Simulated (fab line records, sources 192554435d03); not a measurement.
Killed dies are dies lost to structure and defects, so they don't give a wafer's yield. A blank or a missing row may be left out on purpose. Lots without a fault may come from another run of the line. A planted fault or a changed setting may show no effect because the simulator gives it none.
Which tool did it? | flow n5_finfet | 15 lots, 45 wafers sampled, at 2 steps of a route of 1938

WHAT THE GAUGES READ, wafer by wafer
N5_MOL_CONTACT_COAG_THK_MEAS_29. Usual: MD_CAP_THK 17.89 nm, standard deviation 0.097.
lot  | measured     | on            | MD_CAP_THK (nm)   | flag
L332 | day 5 08:28  | film_metro-02 | 17.92 17.93 18.01 |
L333 | day 5 16:25  | film_metro-02 | 17.94 17.81 17.87 |
L335 | day 6 02:53  | film_metro-01 | 17.85 17.86 17.79 |
L336 | day 6 08:20  | film_metro-01 | 17.83 17.78 17.86 |
L337 | day 6 12:08  | film_metro-01 | 17.86 17.84 17.71 |
L345 | day 8 16:26  | film_metro-02 | 17.84 17.81 17.91 |
L346 | day 9 01:03  | film_metro-01 | 17.86 17.96 17.96 |
L347 | day 9 02:28  | film_metro-02 | 18.02 17.99 18.00 |
L348 | day 9 12:43  | film_metro-01 | 17.83 17.91 17.97 |
L349 | day 9 13:48  | film_metro-01 | 17.65 17.89 17.90 |
L350 | day 9 22:07  | film_metro-02 | 17.89 18.07 17.79 |
L351 | day 9 23:25  | film_metro-01 | 18.02 18.07 17.94 |
L352 | day 10 06:04 | film_metro-02 | 17.70 17.82 17.88 |
L353 | day 10 12:24 | film_metro-01 | 17.93 17.97 17.90 |
L354 | day 10 23:42 | film_metro-02 | 17.79 17.98 17.87 |

WHICH TOOL RAN EACH LOT (tool, then ch and the chambers of the sampled wafers, then the start)
lot  | N5_MOL_CONTACT_COAG_ANNEAL_113
L332 | rtp_anneal-02 ch 0, day 5 03:59
L333 | rtp_anneal-02 ch 0, day 5 11:00
L335 | rtp_anneal-02 ch 0, day 5 21:40
L336 | rtp_anneal-02 ch 0, day 6 02:02
L337 | rtp_anneal-02 ch 0, day 6 06:04
L345 | rtp_anneal-01 ch 0, day 8 10:36
L346 | rtp_anneal-01 ch 0, day 8 20:22
L347 | rtp_anneal-02 ch 0, day 8 21:16
L348 | rtp_anneal-02 ch 0, day 9 07:55
L349 | rtp_anneal-02 ch 0, day 9 10:07
L350 | rtp_anneal-01 ch 0, day 9 18:16
L351 | rtp_anneal-01 ch 0, day 9 19:10
L352 | rtp_anneal-01 ch 0, day 10 01:26
L353 | rtp_anneal-02 ch 0, day 10 07:53
L354 | rtp_anneal-02 ch 0, day 10 19:16
- N5_MOL_CONTACT_COAG_ANNEAL_113: time 300 s.

WHAT THE TOOLS THEMSELVES READ (means of the sampled wafers that have a number; where no wafer has one, the mark that the record gives instead)
N5_MOL_CONTACT_COAG_ANNEAL_113. Usual: anneal_temp_c_max 402.7, standard deviation 0.85; lamp_power_pct 3.00 %, standard deviation 0.058; lamp_zone_4_pct 3.00 %, standard deviation 0.057; wafer_temp_C_max 402.3, standard deviation 0.59.
lot  | tool          | anneal_temp_c_max | lamp_power_pct (%) | lamp_zone_4_pct (%) | wafer_temp_C_max | flag
L332 | rtp_anneal-02 | 401.9             | 2.95               | 2.96                | 402.4            |
L333 | rtp_anneal-02 | 402.6             | 2.95               | 2.96                | 402.4            |
L335 | rtp_anneal-02 | 401.9             | 2.95               | 2.95                | 402.8            |
L336 | rtp_anneal-02 | 401.8             | 2.95               | 2.95                | 402.5            |
L337 | rtp_anneal-02 | 402.4             | 2.95               | 2.96                | 402.3            |
L345 | rtp_anneal-01 | 403.1             | 3.07               | 3.07                | 402.0            |
L346 | rtp_anneal-01 | 403.2             | 3.07               | 3.07                | 402.0            |
L347 | rtp_anneal-02 | 402.2             | 2.95               | 2.95                | 402.0            |
L348 | rtp_anneal-02 | 401.7             | 2.95               | 2.95                | 401.6            |
L349 | rtp_anneal-02 | 402.1             | 2.95               | 2.95                | 402.7            |
L350 | rtp_anneal-01 | 403.2             | 3.07               | 3.07                | 401.7            |
L351 | rtp_anneal-01 | 403.1             | 3.07               | 3.07                | 401.8            |
L352 | rtp_anneal-01 | 403.5             | 3.07               | 3.07                | 402.2            |
L353 | rtp_anneal-02 | 402.3             | 2.95               | 2.95                | 402.8            |
L354 | rtp_anneal-02 | 402.0             | 2.96               | 2.95                | 403.2            |

THE ANSWER, worked out from the rows above alone
Rule: a lot is off if the mean of its wafers that have a number lies more than 3 standard deviations from the usual mean. A lot without any number at a reading at which 4 lots or more have one is off too. The other lots that the step has rows for count as sound. The gauges are gone through in route order, then the tools' own readings, and for those a lot's mean is taken as printed above. The first step at which some lot is off is used, and at that step the reading that is off furthest; a lot without a number counts as furthest.
No lot is off at any reading shown: from this, nothing can be told.

WHAT THE SIMULATOR HAD PUT IN
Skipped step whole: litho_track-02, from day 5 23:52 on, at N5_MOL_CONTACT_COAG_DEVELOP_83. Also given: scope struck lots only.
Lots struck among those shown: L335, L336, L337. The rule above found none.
